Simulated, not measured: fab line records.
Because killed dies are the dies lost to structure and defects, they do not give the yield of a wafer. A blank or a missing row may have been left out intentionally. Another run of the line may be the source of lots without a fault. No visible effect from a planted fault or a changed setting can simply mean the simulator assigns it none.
Chamber matching + flow n5-finfet + N5_BEOL_M12_ETCH_59 on rie-diel-06 has 4 sister chambers
The step etches BARC in N2/H2, target depth 89 nm, overetch 26.7 nm, time 67.9 s. 8 wafers are shown with their chamber, then 11 later ones without.

== EACH WAFER AND ITS CHAMBER ==
| wafer  | chamber | showerhead-plenum-p-Torr (Torr) | drypump-motor-current-A (A) |
|--------|---------|---------------------------------|-----------------------------|
| L078.2 | 3       | 2.40                            | 6.5                         |
| L082.5 | 3       | 2.40                            | 6.4                         |
| L083.3 | 0       | 2.60                            | 5.1                         |
| L083.4 | 2       | 2.71                            | 5.6                         |
| L086.1 | 0       | 2.59                            | 5.0                         |
| L086.2 | 2       | 2.70                            | 5.6                         |
| L086.4 | 1       | 2.52                            | 5.4                         |
| L089.2 | 1       | 2.51                            | 5.4                         |

== WAFERS MISSING THEIR CHAMBER ==
| wafer  | showerhead-plenum-p-Torr (Torr) | drypump-motor-current-A (A) |
|--------|---------------------------------|-----------------------------|
| L089.5 | 2.51                            | 5.4                         |
| L089.6 | 2.70                            | 5.7                         |
| L092.1 | 2.70                            | 5.6                         |
| L092.2 | 2.59                            | 5.1                         |
| L092.4 | 2.51                            | 5.4                         |
| L093.2 | 2.70                            | 5.7                         |
| L093.5 | 2.59                            | 5.0                         |
| L093.6 | 2.70                            | 5.7                         |
| L097.1 | 2.69                            | 5.6                         |
| L097.2 | 2.51                            | 5.4                         |
| L097.5 | 2.51                            | 5.4                         |

== WHICH CHAMBER EACH ONE RAN IN ==
| wafer  | from the rows above | in truth |
|--------|---------------------|----------|
| L089.5 | 1                   | 1        |
| L089.6 | 2                   | 2        |
| L092.1 | 2                   | 2        |
| L092.2 | 0                   | 0        |
| L092.4 | 1                   | 1        |
| L093.2 | 2                   | 2        |
| L093.5 | 0                   | 0        |
| L093.6 | 2                   | 2        |
| L097.1 | 2                   | 2        |
| L097.2 | 1                   | 1        |
| L097.5 | 1                   | 1        |
Correctly placed: 11 of 11. Can't be placed from these rows: 0. 0 placed wrongly.
How it was worked out, from the rows above alone: a wafer's distance from a chamber is the root of the sum, over the readings, of the square of ((its reading less the chamber's mean) divided by the reading's scatter). If the next closest chamber is less than 2 further off than the closest, the wafer can't be placed; otherwise it belongs to the closest. For every chamber, the mean is computed from those of its wafers that are shown. The scatter: take each reading less its chamber's mean, square it, sum over the shown wafers, divide by the number of wafers less the number of chambers, and take the root.
